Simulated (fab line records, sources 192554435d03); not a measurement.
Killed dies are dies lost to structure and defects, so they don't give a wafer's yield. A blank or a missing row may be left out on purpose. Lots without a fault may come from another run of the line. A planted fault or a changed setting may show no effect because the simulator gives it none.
Chamber matching | flow n5_finfet | N5_BEOL_M2_ALD_84 on ald_metal-02: 4 sister chambers
The step deposits TaN, pulse time 2 s, purge time 3 s, co reactant purge time 2 s. 14 wafers are shown with their chamber, then 7 later ones without.

WAFERS WITH THEIR CHAMBER
wafer  | chamber | heater_power_w (W)
L075.2 | 2       | 405
L075.4 | 1       | 457
L075.6 | 0       | 399
L077.1 | 1       | 461
L077.2 | 2       | 420
L077.5 | 3       | 426
L079.3 | 1       | 456
L079.4 | 2       | 416
L079.5 | 0       | 386
L081.2 | 2       | 413
L081.4 | 1       | 460
L081.5 | 0       | 393
L084.2 | 1       | 459
L084.4 | 1       | 458

SIGNATURES (means of the wafers above)
reading        | chamber 0 | chamber 1 | chamber 2 | chamber 3 | scatter within a chamber
heater_power_w | 392.67    | 458.50    | 413.50    | 426.00    | 4.72
Rule: a wafer's distance from a chamber is the root of the sum, over the readings, of the square of ((its reading less the chamber's mean) divided by the reading's scatter). The wafer belongs to the nearest chamber; if the next one is less than 2 further off, it can't be placed. The scatter: the root of (the sum of the squares of (reading less its chamber's mean) over the shown wafers, divided by (wafers less chambers)).

WAFERS WITHOUT THEIR CHAMBER
wafer  | heater_power_w (W)
L084.6 | 415
L087.3 | 389
L087.4 | 394
L087.5 | 416
L096.1 | 420
L096.2 | 380
L096.4 | 417

WHICH CHAMBER EACH WENT THROUGH
wafer  | from the rows above     | in truth
L084.6 | 2                       | 2
L087.3 | 0                       | 0
L087.4 | 0                       | 0
L087.5 | can't be placed: 2 or 3 | 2
L096.1 | can't be placed: 3 or 2 | 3
L096.2 | 0                       | 0
L096.4 | can't be placed: 2 or 3 | 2
Placed correctly: 4 of 7. Can't be placed from these rows: 3 (the true chamber is among the candidates in 3). Placed wrongly: 0.
